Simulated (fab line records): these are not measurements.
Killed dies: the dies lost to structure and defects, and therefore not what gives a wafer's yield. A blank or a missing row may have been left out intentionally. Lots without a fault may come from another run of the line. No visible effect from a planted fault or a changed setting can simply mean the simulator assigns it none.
Tool commonality check + flow nand_harc + Sampled: 3 lots, 9 wafers

## REASON IT WAS OPENED
On 3 of the 3 lots, a flag is raised at NHARC_END_SORT_01 on the reading killed_at_array. No-fault wafers: 55, standard deviation 20.
Rule: a lot is flagged in two cases, either no wafer of it has a number, or all its wafers with numbers fall more than 4 standard deviations from that mean. As for the other lots, they are considered sound.

| lot  | measured     | on        | killed_at_array, wafer by wafer | flag    |
|------|--------------|-----------|---------------------------------|---------|
| L811 | day 30 01:54 | prober-01 | 669 671 673                     | FLAGGED |
| L814 | day 30 18:16 | prober-01 | 674 674 675                     | FLAGGED |
| L812 | day 30 19:53 | prober-02 | 672 673 671                     | FLAGGED |
On average the flagged lots' numbers are 672, which is +617 against the usual, or +31 standard deviations.

## WHICH TOOL RAN EACH LOT
3 process steps preceding the reading are held in the record, out of 1302 steps in the route. Read each cell as the tool, then ch plus the chambers that the sampled wafers visited, then the start.
| lot  | flag    | NHARC_A_CONTACT_ETCH_92            | NHARC_A_CONTACT_STRIP_26                      | NHARC_A_BLC_ETCH_16                |
|------|---------|------------------------------------|-----------------------------------------------|------------------------------------|
| L811 | FLAGGED | rie_diel-04 ch 1,2,3, day 28 03:15 | rie_diel-04 ch 0,2,3, day 28 06:43 or earlier | rie_diel-06 ch 0,1,3, day 28 06:43 |
| L814 | FLAGGED | rie_diel-13 ch 1,2,3, day 28 18:35 | rie_diel-13 ch 0,1, day 28 21:59 or earlier   | rie_diel-07 ch 1,2, day 28 21:59   |
| L812 | FLAGGED | rie_diel-04 ch 1,2, day 28 15:25   | rie_diel-04 ch 0,1,3, day 28 19:22 or earlier | rie_diel-03 ch 1,2, day 28 19:22   |
What is done by these steps:
- NHARC_A_CONTACT_ETCH_92: etches the open film in CH3F/O2, target depth 40 nm, time 85.7 s.
- NHARC_A_CONTACT_STRIP_26: strips in O2.
- NHARC_A_BLC_ETCH_16: etches the open film in CF4, target depth 39 nm, time 65 s.
- NHARC_END_SORT_01

## FLAGGED AGAINST TOTAL, ONE TOOL AT A TIME (gauges that did the reading follow at the end)
| step                     | tool        | lots run | flagged | share of the flagged lots | sound lots run after its first flagged lot |
|--------------------------|-------------|----------|---------|---------------------------|--------------------------------------------|
| NHARC_A_CONTACT_ETCH_92  | rie_diel-04 | 2        | 2       | some                      | 0                                          |
| NHARC_A_CONTACT_ETCH_92  | rie_diel-13 | 1        | 1       | some                      | 0                                          |
| NHARC_A_CONTACT_STRIP_26 | rie_diel-04 | 2        | 2       | some                      | 0                                          |
| NHARC_A_CONTACT_STRIP_26 | rie_diel-13 | 1        | 1       | some                      | 0                                          |
| NHARC_A_BLC_ETCH_16      | rie_diel-03 | 1        | 1       | some                      | 0                                          |
| NHARC_A_BLC_ETCH_16      | rie_diel-06 | 1        | 1       | some                      | 0                                          |
| NHARC_A_BLC_ETCH_16      | rie_diel-07 | 1        | 1       | some                      | 0                                          |
| NHARC_END_SORT_01        | prober-01   | 2        | 2       | some                      | 0                                          |
| NHARC_END_SORT_01        | prober-02   | 1        | 1       | some                      | 0                                          |
With no start given for some of its lots, NHARC_A_CONTACT_STRIP_26 uses the hours and lot order of NHARC_A_BLC_ETCH_16.

## WHAT THE TABLE PERMITS
No row of the table ran every flagged lot.

## WHAT THE SIMULATOR PUT IN
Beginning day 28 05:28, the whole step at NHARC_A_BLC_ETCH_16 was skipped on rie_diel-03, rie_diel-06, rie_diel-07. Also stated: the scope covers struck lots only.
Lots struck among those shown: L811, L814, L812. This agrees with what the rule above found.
